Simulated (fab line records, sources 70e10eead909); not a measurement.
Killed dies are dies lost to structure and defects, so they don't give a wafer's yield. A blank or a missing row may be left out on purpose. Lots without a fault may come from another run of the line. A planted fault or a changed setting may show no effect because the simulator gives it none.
fab line records | flow nand_harc
record lots=6 wafers=18 last_day=34
route steps=1302 shown P_BONDPAD@359 END@1302
lots that met no fault: from a run of the same line without faults
start_h: hours from the record's first day to the start of the lot's first wafer shown | wait_h: hours since the lot's step before | " the same as in the row above | L1.1+2: a row that stands for several wafers | - no value, or no start given | * or withheld: withheld | < > ~ a bound
route shown NAME@n: a module of which the file shows steps, and the number in the route of the first | usual: mean/standard deviation of fault-free wafers | same: alike in all rows | chamber/n: place in a boat | sites: the reading at each site | _std_site: their standard deviation | _edge_site: outer sites' mean less inner sites' | radius_mm: how far each site lies from the wafer's centre | mask NAME#n: copy n | behind: the tool/chamber that last shaped the wafer | hold: why the lot was held/for how many hours/how that ended | device: the transistor (n, p or np) that didn't switch | end of line: the same wafers' tests at the end of the route | a step without rows: its recipe alone | killed: dies lost to structure and defects at the first sort, not the wafer's yield | map: a wafer's dies, x killed, . not, _ none there
set.NAME: the setting as run; set.NAME@STEP: as run at that earlier step | model.NAME: the simulator's own value behind a step, which no gauge read
lots at some steps of the route; a table a step, a row a wafer
services: from which hour (start_h, from the record's first day; less than 0 if before it) a tool's chamber was out of use, for how many hours, and why
## steps
# step NHARC_P_BONDPAD_SOFTBAKE_04
# recipe temp_c=125 time_s=70
# step NHARC_P_BONDPAD_EBR_05
# step NHARC_P_BONDPAD_EXPOSE_06
# recipe na=0.55 dose_mj=37.06 mask_id=P_BPAD
# step NHARC_P_BONDPAD_PEB_07
# recipe peb_temp_c=128 peb_time_s=80
# step NHARC_P_BONDPAD_DEVELOP_08
# recipe time_s=50 dev_temp_c=22
# step NHARC_P_BONDPAD_CD_MEAS_09
# recipe target_cd_nm=500 landing_energy_ev=500
# usual cd_nm=498.7/1.8
# columns lot.wafer tool chamber start_h wait_h cd_nm
L250.3 cd_sem-03 0 199.06 - 500.2
L250.4 " 0 " " 500.9
L250.6 " 0 " " 502.6
L256.1 cd_sem-02 0 259.21 - 500.4
L256.5 " 0 " " 501.2
L256.6 " 0 " " 499.7
L257.1 cd_sem-02 0 282.78 - 495.8
L257.4 " 0 " " 498.7
L257.6 " 0 " " 497.0
L260.2 cd_sem-03 0 307.60 - 500.0
L260.4 " 0 " " 496.6
L260.6 " 0 " " 498.0
L265.2 cd_sem-01 0 352.20 - 501.0
L265.4 " 0 " " 500.0
L265.5 " 0 " " 500.0
L266.1 cd_sem-03 0 372.60 - 495.5
L266.2 " 0 " " 495.3
L266.6 " 0 " " 497.5
# step NHARC_P_BONDPAD_OVL_MEAS_38
# usual overlay_x_nm=2/5.2 overlay_y_nm=1/6.6
# columns lot.wafer tool chamber start_h wait_h overlay_x_nm overlay_y_nm
L250.3 overlay-02 - 199.14 - 1 -11
L250.4 " - " " 1 -11
L250.6 " - " " 2 -10
L256.1 overlay-01 - 259.30 - 5 -5
L256.5 " - " " 6 -4
L256.6 " - " " 6 -3
L257.1 overlay-01 - 282.86 - 0 -8
L257.4 " - " " 1 -8
L257.6 " - " " 1 -7
L260.2 overlay-02 - 307.70 - 6 0
L260.4 " - " " 5 0
L260.6 " - " " 5 0
L265.2 overlay-02 - 352.28 - 5 5
L265.4 " - " " 5 5
L265.5 " - " " 5 5
L266.1 overlay-02 - 372.69 - 2 -4
L266.2 " - " " 1 -4
L266.6 " - " " 2 -4
# step NHARC_P_BONDPAD_HARDBAKE_10
# recipe temp_c=118 time_s=65
# step NHARC_P_BONDPAD_DESCUM_11
# recipe time_s=3 o2_flow_sccm=200 ar_flow_sccm=0 bias_power_w=0 chemistry=O2
# usual chamber_pressure_mTorr=60.01/0.053 drypump_motor_current_A=5.7/0.46 oes_product_au=0.999/0.0097 rf_vpp_V=58.0/0.9 showerhead_plenum_p_Torr=1.94/0.077 throttle_valve_pct=11.311/0.0085
# columns lot.wafer tool chamber start_h wait_h chamber_pressure_mTorr drypump_motor_current_A oes_product_au rf_hours_counter_h rf_vpp_V showerhead_plenum_p_Torr throttle_valve_pct
L250.3 rie_diel-11 0 199.26 - 60.00 5.5 0.995 3.1 56.7 1.90 11.326
L250.4 " 1 " " 60.01 6.3 0.993 3.0 57.5 1.99 11.326
L250.6 " 0 " " 60.06 5.5 0.996 - 56.5 1.90 11.297
L256.1 rie_diel-03 0 259.43 - 59.99 5.4 0.994 10.6 58.1 1.98 11.315
L256.5 " 3 " " 60.04 6.1 1.018 - 57.8 1.80 11.321
L256.6 " 0 " " 59.98 5.4 0.989 - 57.7 1.98 11.308
L257.1 rie_diel-11 3 283.00 - 60.06 5.8 1.011 0.7 58.1 1.86 11.306
L257.4 " 0 " " 59.95 5.5 0.998 0.9 58.2 1.90 11.331
L257.6 " 2 " " 60.03 5.1 1.006 - 59.2 2.05 11.314
L260.4 rie_diel-03 3 307.83 - 60.07 6.1 1.003 0.3 56.9 1.80 11.312
L260.2 " 1 " " 59.93 6.1 1.007 1.9 58.7 1.97 11.317
L260.6 " 3 " " 60.06 6.1 1.006 - 56.5 1.80 11.325
L265.4 rie_diel-11 3 352.41 - 60.05 5.8 0.997 2.7 57.2 1.86 11.308
L265.2 " 1 " " 59.94 6.3 1.008 3.4 57.5 1.99 11.311
L265.5 " 0 " " 59.97 5.5 0.999 - 57.5 1.90 11.304
L266.2 rie_diel-11 3 372.82 - 60.01 5.8 1.007 3.2 58.6 1.86 11.317
L266.1 " 1 " " 60.02 6.3 1.001 3.9 58.4 1.99 11.312
L266.6 " 0 " " 59.99 5.5 0.994 - 58.7 1.90 11.300
# step NHARC_P_BONDPAD_ETCH_37
# recipe target_depth_a=600 overetch_a=180 time_s=65.91 ion_energy_ev=200 n2_flow_sccm=150 h2_flow_sccm=150 ar_flow_sccm=0 rf_w=400 bias_w=150 chemistry=N2/H2
# usual chamber_pressure_mTorr=30.001/0.028 drypump_motor_current_A=5.7/0.46 oes_product_au=0.997/0.0096 rf_fwd_power_W=397.0/1.4 rf_vpp_V=431.4/2.3 showerhead_plenum_p_Torr=2.07/0.08 throttle_valve_pct=14.171/0.0096
# columns lot.wafer tool chamber start_h wait_h chamber_pressure_mTorr drypump_motor_current_A oes_product_au rf_fwd_power_W rf_hours_counter_h rf_vpp_V showerhead_plenum_p_Torr throttle_valve_pct
L250.3 rie_diel-11 3 199.35 0.1 30.010 5.8 1.003 396.9 2.7 429.4 1.99 14.161
L250.4 " 0 " " 30.028 5.6 0.987 396.1 3.1 430.3 2.02 14.161
L250.6 " 3 " " 30.012 5.8 1.006 395.5 - 428.3 1.99 14.168
L256.1 rie_diel-03 2 259.51 0.1 30.008 4.9 1.004 394.6 10.7 432.1 2.10 14.155
L256.6 " 2 " " 30.005 4.9 1.000 395.8 - 431.5 2.10 14.166
L256.5 " 3 " " 30.026 6.1 0.995 398.2 - 426.7 1.92 14.163
L257.4 rie_diel-11 2 283.08 0.1 29.993 5.1 0.998 398.6 0.9 433.8 2.19 14.177
L257.1 " 3 " " 30.002 5.8 1.006 396.8 0.7 427.9 1.99 14.158
L257.6 " 2 " " 30.002 5.1 1.003 398.7 - 433.8 2.19 14.155
L260.2 rie_diel-03 1 307.91 0.1 30.037 6.1 1.007 399.4 1.9 433.7 2.10 14.185
L260.4 " 0 " " 29.985 5.4 1.008 399.4 0.4 432.5 2.11 14.172
L260.6 " 2 " " 30.019 4.9 0.974 397.5 - 431.2 2.09 14.178
L265.4 rie_diel-11 1 352.50 0.1 30.018 6.3 1.006 396.5 3.4 431.0 2.12 14.173
L265.2 " 3 " " 30.013 5.8 0.990 397.5 2.7 429.0 1.99 14.165
L265.5 " 1 " " 29.991 6.3 1.000 398.4 - 433.3 2.12 14.163
L266.1 rie_diel-11 2 372.91 0.1 30.019 5.1 0.997 396.9 3.8 434.3 2.19 14.176
L266.2 " 3 " " 29.952 5.8 0.998 396.6 3.3 428.2 1.98 14.167
L266.6 " 1 " " 30.006 6.3 1.003 395.4 - 432.9 2.12 14.179
# step NHARC_P_BONDPAD_ETCH_12
# recipe target_depth_a=2000 time_s=100 chf3_flow_sccm=50 o2_flow_sccm=10 ar_flow_sccm=200 rf_w=500 bias_w=200 chemistry=CHF3/O2
# usual chamber_pressure_mTorr=25.003/0.027 drypump_motor_current_A=5.7/0.46 oes_product_au=0.942/0.023 rf_fwd_power_W=497.3/1.6 rf_vpp_V=371.3/2.1 showerhead_plenum_p_Torr=2.44/0.09 throttle_valve_pct=20.572/0.0086
# columns lot.wafer tool chamber start_h wait_h chamber_pressure_mTorr drypump_motor_current_A oes_product_au rf_fwd_power_W rf_hours_counter_h rf_vpp_V showerhead_plenum_p_Torr throttle_valve_pct
L250.3 rie_diel-11 3 - - 25.002 5.8 0.966 497.1 2.8 369.0 2.34 20.575
L250.4 " 1 " " 24.998 6.3 0.955 495.5 3.1 373.3 2.49 20.585
L250.6 " 2 " " 24.955 5.1 0.973 495.8 - 374.7 2.57 20.580
L256.1 rie_diel-03 1 - - 25.031 6.1 0.915 498.5 10.5 371.9 2.47 20.572
L256.5 " 3 " " 25.002 6.1 0.926 498.2 - 367.3 2.27 20.565
L256.6 " 0 " " 24.983 5.4 0.911 497.7 - 371.0 2.48 20.569
L257.1 rie_diel-11 0 - - 25.005 5.5 0.918 497.6 0.9 370.8 2.38 20.569
L257.4 " 3 " " 25.003 5.8 0.927 497.3 0.8 370.1 2.34 20.588
L257.6 " 0 " " 25.020 5.5 0.932 496.3 - 368.8 2.38 20.567
L260.2 rie_diel-03 2 - - 24.979 4.9 0.969 494.7 2.0 371.0 2.46 20.567
L260.4 " 3 " " 24.986 6.1 0.971 500.1 0.3 366.4 2.27 20.565
L260.6 " 1 " " 25.015 6.1 0.996 502.1 - 371.8 2.47 20.568
L265.2 rie_diel-11 1 - - 25.061 6.3 0.931 495.6 3.4 372.7 2.49 20.570
L265.4 " 0 " " 24.982 5.5 0.923 500.7 2.9 369.6 2.38 20.576
L265.5 " 1 " " 24.992 6.3 0.921 497.8 - 373.6 2.49 20.573
L266.2 rie_diel-11 3 - - 25.133 5.8 0.922 498.3 3.3 368.3 2.34 20.565
L266.1 " 1 " " 25.003 6.3 0.933 496.9 4.0 371.3 2.49 20.562
L266.6 " 3 " " 25.046 5.8 0.931 497.7 - 369.7 2.34 20.577
# step NHARC_P_BONDPAD_CD_MEAS_13
# usual cd_nm=498.2/1.9
# columns lot.wafer tool chamber start_h wait_h cd_nm
L250.3 cd_sem-03 - 199.58 - 499.4
L250.4 " - " " 501.8
L250.6 " - " " 502.7
L256.1 cd_sem-02 - 259.74 - 500.0
L256.5 " - " " 500.5
L256.6 " - " " 499.4
L257.1 cd_sem-03 - 283.30 - 495.5
L257.4 " - " " 497.6
L257.6 " - " " 496.6
L260.2 cd_sem-01 - 308.15 - 500.7
L260.4 " - " " 495.4
L260.6 " - " " 497.6
L265.2 cd_sem-01 - 352.72 - 500.1
L265.4 " - " " 498.8
L265.5 " - " " 499.7
L266.1 cd_sem-03 - 373.13 - 494.4
L266.2 " - " " 494.1
L266.6 " - " " 497.2
# step NHARC_P_BONDPAD_STRIP_15
# recipe o2_flow_sccm=500 ar_flow_sccm=0 bias_w=0 chemistry=O2
# usual bias_w=0/0 chamber_pressure_mTorr=60.00/0.049 drypump_motor_current_A=5.7/0.47 oes_product_au=0.999/0.0097 rf_vpp_V=58.0/0.88 showerhead_plenum_p_Torr=3.57/0.14 throttle_valve_pct=17.036/0.0093
# columns lot.wafer tool chamber start_h wait_h bias_w chamber_pressure_mTorr drypump_motor_current_A oes_product_au rf_hours_counter_h rf_vpp_V showerhead_plenum_p_Torr throttle_valve_pct
L250.4 rie_diel-03 1 199.65 0.1 0 59.89 6.1 0.979 5.1 58.5 3.63 17.034
L250.3 " 2 " " 0 60.02 4.9 0.978 5.3 56.0 3.62 17.049
L250.6 " 1 " " 0 59.91 6.1 0.972 - 57.9 3.63 17.040
L256.1 rie_diel-08 1 259.85 0.1 - - - - - - - -
L256.6 " 0 " " - - - - - - - -
L256.5 " 1 " " - - - - - - - -
L257.1 rie_diel-08 3 283.38 0.1 - - - - - - - -
L257.4 " 1 " " - - - - - - - -
L257.6 " 3 " " - - - - - - - -
L260.2 rie_diel-08 3 308.22 0.1 0 60.04 5.0 1.006 6.2 56.9 3.39 17.025
L260.4 " 0 " " 0 59.92 5.8 1.014 7.4 58.2 3.67 17.044
L260.6 " 0 " " 0 59.92 5.8 1.014 - 57.7 3.67 17.036
L265.2 rie_diel-08 2 352.83 0.1 0 59.96 6.2 1.007 7.1 58.1 3.73 17.040
L265.4 " 3 " " 0 59.93 5.0 0.997 8.5 57.2 3.39 17.027
L265.5 " 0 " " 0 59.99 5.8 0.988 - 58.8 3.67 17.046
L266.1 rie_diel-11 2 373.20 0.1 0 60.07 5.1 0.996 3.9 59.0 3.76 17.052
L266.2 " 0 " " 0 60.08 5.5 0.991 3.4 56.2 3.50 17.029
L266.6 " 2 " " 0 59.97 5.1 1.006 - 58.8 3.76 17.031
# step NHARC_P_BONDPAD_ETCH_24
# recipe target_depth_a=300 over_etch_frac=0.3 time_s=72.99 ion_energy_ev=150 cf4_flow_sccm=50 n2_flow_sccm=100 ar_flow_sccm=150 rf_w=300 bias_w=100 chemistry=CF4/N2
# usual chamber_pressure_mTorr=30.001/0.027 drypump_motor_current_A=5.7/0.48 oes_product_au=0.997/0.0092 rf_fwd_power_W=297.7/1.2 rf_vpp_V=314.8/2 showerhead_plenum_p_Torr=2.66/0.11 throttle_valve_pct=19.794/0.0087
# columns lot.wafer tool chamber start_h wait_h chamber_pressure_mTorr drypump_motor_current_A oes_product_au rf_fwd_power_W rf_hours_counter_h rf_vpp_V showerhead_plenum_p_Torr throttle_valve_pct
L250.4 rie_diel-03 0 - - 29.941 5.4 0.992 297.7 4.8 314.9 2.71 19.788
L250.3 " 3 " " 30.023 6.1 1.003 299.9 5.0 312.8 2.48 19.801
L250.6 " 0 " " 29.991 5.4 0.992 297.5 - 315.4 2.71 19.794
L256.1 rie_diel-08 2 260.01 0.1 29.970 6.2 0.993 297.9 2.2 317.1 2.78 19.786
L256.6 " 0 " " 30.014 5.7 1.004 297.3 - 315.4 2.73 19.791
L256.5 " 1 " " 29.985 6.1 0.998 296.9 - 313.4 2.52 19.796
L257.1 rie_diel-08 0 283.54 0.1 29.996 5.7 1.007 298.8 5.7 316.5 2.73 19.785
L257.4 " 1 " " 29.985 6.1 1.007 297.6 2.6 311.7 2.52 19.800
L257.6 " 2 " " 30.008 6.2 0.996 298.4 - 316.8 2.78 19.801
L260.4 rie_diel-08 3 - - 29.966 5.0 1.003 296.2 6.3 311.4 2.52 19.798
L260.2 " 1 " " 29.985 6.1 0.996 296.0 3.9 313.2 2.52 19.798
L260.6 " 0 " " 30.028 5.8 0.999 299.0 - 316.8 2.73 19.803
L265.4 rie_diel-08 1 - - 29.983 6.1 1.013 297.1 5.7 312.6 2.52 19.800
L265.2 " 2 " " 30.017 6.2 1.006 297.9 7.2 315.8 2.78 19.782
L265.5 " 2 " " 29.999 6.2 1.004 299.2 - 316.7 2.78 19.800
L266.1 rie_diel-11 0 - - 29.971 5.5 0.997 297.4 3.4 314.3 2.60 19.793
L266.2 " 1 " " 30.019 6.3 1.003 298.1 4.0 316.3 2.72 19.799
L266.6 " 3 " " 30.008 5.8 0.991 299.8 - 312.5 2.56 19.803
# step NHARC_END_SORT_01
# recipe temp_c=25
# usual defect_limited_yield=91.4/2.7 killed_at_array=53/18 killed_at_other=1.0/1.2 killed_at_periphery=3.6/2.4 killed_dies=58/18 killed_open=3.4/1.8 killed_short=2.3/1.5 sort_bin_2_pct=3.1/1.2 sort_bin_3_pct=0.7/0.39 sort_bin_4_pct=4.8/1.6 sort_n_pass=619/18 sort_rim_yield_pct=88/4.1 sort_yield_pct=91.4/2.7
# same gross_dies=677 sort_bin_5_pct[%]=0 sort_bin_6_pct[%]=0 sort_bin_7_pct[%]=0 sort_bin_8_pct[%]=0 sort_rim_n_gross=106.00
# columns lot.wafer tool chamber start_h wait_h defect_limited_yield[%] killed_at_array killed_at_other killed_at_periphery killed_dies killed_open killed_short sort_bin_2_pct[%] sort_bin_3_pct[%] sort_bin_4_pct[%] sort_n_pass sort_rim_yield_pct[%] sort_yield_pct[%]
L250.3 prober-02 0 635.49 3.1 92.9 47 0 1 48 0 4 2.7 0.7 3.7 629 91 92.9
L250.4 prober-02 0 636.29 3.4 92.0 50 0 4 54 6 4 3.2 0 4.7 623 96 92.0
L250.6 prober-02 0 637.91 4.0 92.9 46 0 2 48 3 1 3.5 0.6 3.0 629 89 92.9
L256.1 prober-02 0 683.76 2.5 0 75 4 598 677 5 2 91.4 0.6 8.0 0 0 0
L256.5 prober-02 0 686.95 3.7 0 59 2 616 677 2 1 93.6 0.7 5.6 0 0 0
L256.6 prober-02 0 687.75 4.0 0 59 5 613 677 3 1 92.2 0.9 6.9 0 0 0
L257.1 prober-01 0 716.90 2.5 0 74 1 602 677 5 3 91.7 1.8 6.5 0 0 0
L257.4 prober-01 0 719.27 3.4 0 88 0 589 677 2 1 91.3 0.6 8.1 0 0 0
L257.6 prober-01 0 720.86 4.0 0 71 1 605 677 0 2 93.8 0.4 5.8 0 0 0
L260.2 prober-02 0 733.79 2.8 93.2 43 2 1 46 4 2 2.7 0.4 3.7 631 83 93.2
L260.4 prober-02 0 735.39 3.4 95.4 28 2 1 31 1 1 1.6 0.7 2.2 646 92 95.4
L260.6 prober-02 0 736.99 4.0 94.5 34 1 2 37 0 3 1.8 0.4 3.2 640 91 94.5
L265.2 prober-01 0 772.28 2.8 92.0 51 0 3 54 4 1 3.5 0.3 4.1 623 83 92.0
L265.4 prober-01 0 773.90 3.4 91.7 50 2 4 56 5 5 1.6 1.3 5.3 621 86 91.7
L265.5 prober-01 0 774.71 3.8 94.2 37 1 1 39 1 2 2.4 0.4 3.0 638 89 94.2
L266.1 prober-01 0 802.90 2.5 92.6 48 0 2 50 3 3 3.0 0.9 3.5 627 89 92.6
L266.2 prober-01 0 803.69 2.8 93.9 39 0 2 41 4 0 3.1 0.9 2.1 636 89 93.9
L266.6 prober-01 0 806.86 4.0 90.8 60 0 2 62 1 6 3.5 1.5 4.1 615 83 90.8
# killed by level:class
L250.3 A_CHANNEL_HOLE_D2:chamber_film_flake=33 A_CHANNEL_HOLE_D1:chamber_film_flake=5 A_CONTACT:chamber_film_flake=3 A_ONON_D2:geometric_particle:short=2 A_M0:geometric_particle:short=2 P_M1:chamber_film_flake=1 A_ZERO_WELL:chamber_film_flake=1 A_SGD_CUT:chamber_film_flake=1
L250.4 A_CHANNEL_HOLE_D2:chamber_film_flake=34 A_CHANNEL_FILL_D1:geometric_particle:open=2 A_CONTACT:chamber_film_flake=2 P_BONDPAD:chamber_film_flake=2 A_ZERO_WELL:chamber_film_flake=2 A_CHANNEL_HOLE_D1:chamber_film_flake=2 P_M0:geometric_particle:open=1 A_SOURCE_PLATE:geometric_particle:open=1
L250.6 A_CHANNEL_HOLE_D2:chamber_film_flake=31 A_CONTACT:chamber_film_flake=4 A_ZERO_WELL:chamber_film_flake=3 A_CHANNEL_HOLE_D1:chamber_film_flake=2 P_M0:geometric_particle:open=1 A_CHANNEL_HOLE_D1:geometric_particle:open=1 A_CHANNEL_HOLE_D1:geometric_particle:short=1 A_ONON_D2:geometric_particle:open=1
L256.1 P_BONDPAD:area_strip=591 A_CHANNEL_HOLE_D1:chamber_film_flake=41 A_CHANNEL_HOLE_D2:chamber_film_flake=13 A_SLIT:chamber_film_flake=7 THIN_TSV:chamber_film_flake=4 P_GATE:chamber_film_flake=3 A_CHANNEL_FILL_D2:chamber_film_flake=3 A_ONON_D1:geometric_particle:short=2
L256.5 P_BONDPAD:area_strip=609 A_CHANNEL_HOLE_D1:chamber_film_flake=35 A_CHANNEL_HOLE_D2:chamber_film_flake=11 A_CONTACT:chamber_film_flake=4 P_STI:chamber_film_flake=3 P_M0:chamber_film_flake=2 A_SLIT:chamber_film_flake=2 A_CHANNEL_FILL_D2:chamber_film_flake=2
L256.6 P_BONDPAD:area_strip=606 A_CHANNEL_HOLE_D1:chamber_film_flake=28 A_CHANNEL_HOLE_D2:chamber_film_flake=10 A_CONTACT:chamber_film_flake=6 THIN_TSV:chamber_film_flake=5 A_SLIT:chamber_film_flake=4 P_GATE:chamber_film_flake=3 A_CHANNEL_FILL_D2:chamber_film_flake=3
L257.1 P_BONDPAD:area_strip=598 A_CHANNEL_HOLE_D1:chamber_film_flake=26 A_SLIT:chamber_film_flake=19 A_CHANNEL_HOLE_D2:chamber_film_flake=10 A_CONTACT:chamber_film_flake=6 A_BONDPAD:chamber_film_flake=3 A_STAIRCASE:chamber_film_flake=2 P_GATE:geometric_particle:open=1
L257.4 P_BONDPAD:area_strip=585 A_CHANNEL_HOLE_D1:chamber_film_flake=35 A_SLIT:chamber_film_flake=22 A_CHANNEL_HOLE_D2:chamber_film_flake=10 A_BONDPAD:chamber_film_flake=8 A_CONTACT:chamber_film_flake=5 P_CONTACT:chamber_film_flake=3 A_M0:chamber_film_flake=2
L257.6 P_BONDPAD:area_strip=600 A_CHANNEL_HOLE_D1:chamber_film_flake=29 A_SLIT:chamber_film_flake=22 A_CHANNEL_HOLE_D2:chamber_film_flake=8 A_CONTACT:chamber_film_flake=4 A_BONDPAD:chamber_film_flake=4 P_GATE:chamber_film_flake=2 P_CONTACT:chamber_film_flake=2
L260.2 A_CHANNEL_HOLE_D2:chamber_film_flake=18 A_CHANNEL_HOLE_D1:chamber_film_flake=8 A_STAIRCASE:chamber_film_flake=4 A_DECK1_JOINT:chamber_film_flake=3 A_SLIT:chamber_film_flake=2 A_CONTACT:chamber_film_flake=2 THIN_TSV:chamber_film_flake=2 A_ONON_D1:geometric_particle:open=1
L260.4 A_CHANNEL_HOLE_D2:chamber_film_flake=9 A_CHANNEL_HOLE_D1:chamber_film_flake=9 A_SLIT:chamber_film_flake=3 A_CONTACT:chamber_film_flake=3 THIN_TSV:chamber_film_flake=2 P_CONTACT:geometric_particle:short=1 A_ONON_D2:geometric_particle:open=1 A_CHANNEL_FILL_D1:chamber_film_flake=1
L260.6 A_CHANNEL_HOLE_D2:chamber_film_flake=16 A_CHANNEL_HOLE_D1:chamber_film_flake=5 A_SLIT:chamber_film_flake=5 A_DECK1_JOINT:chamber_film_flake=2 P_M2:geometric_particle:short=1 A_CHANNEL_HOLE_D2:geometric_particle:short=1 A_WL_FILL:geometric_particle:short=1 P_BONDPAD:chamber_film_flake=1
L265.2 A_SLIT:chamber_film_flake=21 A_CHANNEL_HOLE_D2:chamber_film_flake=16 A_STAIRCASE:chamber_film_flake=4 A_CONTACT:chamber_film_flake=3 P_M1:geometric_particle:open=1 A_CHANNEL_HOLE_D2:geometric_particle:open=1 A_CHANNEL_FILL_D2:geometric_particle:open=1 A_WL_FILL:geometric_particle:short=1
L265.4 A_SLIT:chamber_film_flake=16 A_CHANNEL_HOLE_D2:chamber_film_flake=14 A_WL_FILL:chamber_film_flake=5 A_CONTACT:chamber_film_flake=5 A_WL_FILL:geometric_particle:short=3 P_M1:geometric_particle:open=2 A_STAIRCASE:chamber_film_flake=2 THIN_TSV:chamber_film_flake=2
L265.5 A_SLIT:chamber_film_flake=19 A_CHANNEL_HOLE_D2:chamber_film_flake=6 A_CONTACT:chamber_film_flake=6 A_WL_FILL:geometric_particle:short=2 A_BLC:geometric_particle:open=1 P_ZERO_WELL:chamber_film_flake=1 A_CHANNEL_HOLE_D1:chamber_film_flake=1 A_STAIRCASE:chamber_film_flake=1
L266.1 A_SLIT:chamber_film_flake=14 A_CHANNEL_HOLE_D2:chamber_film_flake=9 A_CHANNEL_HOLE_D1:chamber_film_flake=6 A_STAIRCASE:chamber_film_flake=6 A_CONTACT:chamber_film_flake=3 A_BONDPAD:chamber_film_flake=3 A_WL_FILL:geometric_particle:short=2 P_M0:geometric_particle:open=1
L266.2 A_SLIT:chamber_film_flake=17 A_CHANNEL_HOLE_D2:chamber_film_flake=6 A_CHANNEL_HOLE_D1:chamber_film_flake=5 A_STAIRCASE:chamber_film_flake=4 A_BONDPAD:chamber_film_flake=4 P_M0:geometric_particle:open=1 A_ONON_D1:geometric_particle:open=1 A_ONON_D2:geometric_particle:open=1
L266.6 A_SLIT:chamber_film_flake=24 A_CHANNEL_HOLE_D2:chamber_film_flake=16 A_CHANNEL_HOLE_D1:chamber_film_flake=5 A_BONDPAD:chamber_film_flake=4 A_STAIRCASE:chamber_film_flake=3 A_CHANNEL_HOLE_D2:geometric_particle:short=2 A_CONTACT:chamber_film_flake=2 P_M0:geometric_particle:open=1
# map L256.1 (x killed, . not)
____________x____________
_________xxxxxxx_________
_______xxxxxxxxxxx_______
______xxxxxxxxxxxxx______
_____xxxxxxxxxxxxxxx_____
____xxxxxxxxxxxxxxxxx____
____xxxxxxxxxxxxxxxxx____
___xxxxxxxxxxxxxxxxxxx___
___xxxxxxxxxxxxxxxxxxx___
__xxxxxxxxxxxxxxxxxxxxx__
__xxxxxxxxxxxxxxxxxxxxx__
_xxxxxxxxxxxxxxxxxxxxxxx_
_xxxxxxxxxxxxxxxxxxxxxxx_
_xxxxxxxxxxxxxxxxxxxxxxx_
_xxxxxxxxxxxxxxxxxxxxxxx_
_xxxxxxxxxxxxxxxxxxxxxxx_
xxxxxxxxxxxxxxxxxxxxxxxxx
xxxxxxxxxxxxxxxxxxxxxxxxx
xxxxxxxxxxxxxxxxxxxxxxxxx
xxxxxxxxxxxxxxxxxxxxxxxxx
xxxxxxxxxxxxxxxxxxxxxxxxx
_xxxxxxxxxxxxxxxxxxxxxxx_
_xxxxxxxxxxxxxxxxxxxxxxx_
_xxxxxxxxxxxxxxxxxxxxxxx_
_xxxxxxxxxxxxxxxxxxxxxxx_
_xxxxxxxxxxxxxxxxxxxxxxx_
__xxxxxxxxxxxxxxxxxxxxx__
__xxxxxxxxxxxxxxxxxxxxx__
___xxxxxxxxxxxxxxxxxxx___
___xxxxxxxxxxxxxxxxxxx___
____xxxxxxxxxxxxxxxxx____
____xxxxxxxxxxxxxxxxx____
_____xxxxxxxxxxxxxxx_____
______xxxxxxxxxxxxx______
_______xxxxxxxxxxx_______
_________xxxxxxx_________
____________x____________
# map L257.1 (x killed, . not)
____________x____________
_________xxxxxxx_________
_______xxxxxxxxxxx_______
______xxxxxxxxxxxxx______
_____xxxxxxxxxxxxxxx_____
____xxxxxxxxxxxxxxxxx____
____xxxxxxxxxxxxxxxxx____
___xxxxxxxxxxxxxxxxxxx___
___xxxxxxxxxxxxxxxxxxx___
__xxxxxxxxxxxxxxxxxxxxx__
__xxxxxxxxxxxxxxxxxxxxx__
_xxxxxxxxxxxxxxxxxxxxxxx_
_xxxxxxxxxxxxxxxxxxxxxxx_
_xxxxxxxxxxxxxxxxxxxxxxx_
_xxxxxxxxxxxxxxxxxxxxxxx_
_xxxxxxxxxxxxxxxxxxxxxxx_
xxxxxxxxxxxxxxxxxxxxxxxxx
xxxxxxxxxxxxxxxxxxxxxxxxx
xxxxxxxxxxxxxxxxxxxxxxxxx
xxxxxxxxxxxxxxxxxxxxxxxxx
xxxxxxxxxxxxxxxxxxxxxxxxx
_xxxxxxxxxxxxxxxxxxxxxxx_
_xxxxxxxxxxxxxxxxxxxxxxx_
_xxxxxxxxxxxxxxxxxxxxxxx_
_xxxxxxxxxxxxxxxxxxxxxxx_
_xxxxxxxxxxxxxxxxxxxxxxx_
__xxxxxxxxxxxxxxxxxxxxx__
__xxxxxxxxxxxxxxxxxxxxx__
___xxxxxxxxxxxxxxxxxxx___
___xxxxxxxxxxxxxxxxxxx___
____xxxxxxxxxxxxxxxxx____
____xxxxxxxxxxxxxxxxx____
_____xxxxxxxxxxxxxxx_____
______xxxxxxxxxxxxx______
_______xxxxxxxxxxx_______
_________xxxxxxx_________
____________x____________
## services
# columns tool chamber start_h hours kind
rie_diel-11 3 185.55 4.1 repair
rie_diel-11 0 185.57 - clean
rie_diel-11 1 185.57 - clean
rie_diel-11 2 185.57 - clean
rie_diel-08 - 190.80 9.0 pm
rie_diel-11 0 210.07 - clean
rie_diel-11 1 210.07 - clean
rie_diel-11 2 210.07 - clean
rie_diel-11 3 210.07 - clean
rie_diel-08 2 211.86 9.1 repair
rie_diel-11 0 234.57 - clean
rie_diel-11 1 234.57 - clean
rie_diel-11 2 234.57 - clean
rie_diel-11 3 234.57 - clean
rie_diel-08 3 247.54 8.2 repair
rie_diel-11 - 255.50 9.0 pm
rie_diel-11 0 255.50 9.0 vent_cycle
rie_diel-11 1 255.50 9.0 vent_cycle
rie_diel-08 2 256.48 3.4 repair
rie_diel-08 3 263.35 10.4 repair
rie_diel-03 - 281.30 9.0 pm
rie_diel-03 3 291.79 10.1 repair
rie_diel-03 3 348.47 3.0 repair
rie_diel-08 - 367.80 9.0 pm
## key
first_sign step=NHARC_P_BONDPAD_STRIP_15 reading=tool_record direction=missing
effect step=NHARC_END_SORT_01 reading=killed_at_periphery direction=up sigmas=99+ usual=3.6 struck=603.8
more_kills_born_at NHARC_P_BONDPAD_STRIP_15@rie_diel-08=3589
met_at NHARC_P_BONDPAD_STRIP_15
struck_wafers L256.1,L256.5,L256.6,L257.1,L257.4,L257.6
later_rows_left_out L256.1,L256.5,L256.6,L257.1,L257.4,L257.6
fault kind=skipped_step_whole tool=rie_diel-08 chamber=- onset_h=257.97 steps=NHARC_P_BONDPAD_STRIP_15 scope=struck_lots_only
# later_rows_left_out: the simulator's readings of these wafers behind a module that went badly wrong aren't trusted and aren't shown, but for the sort
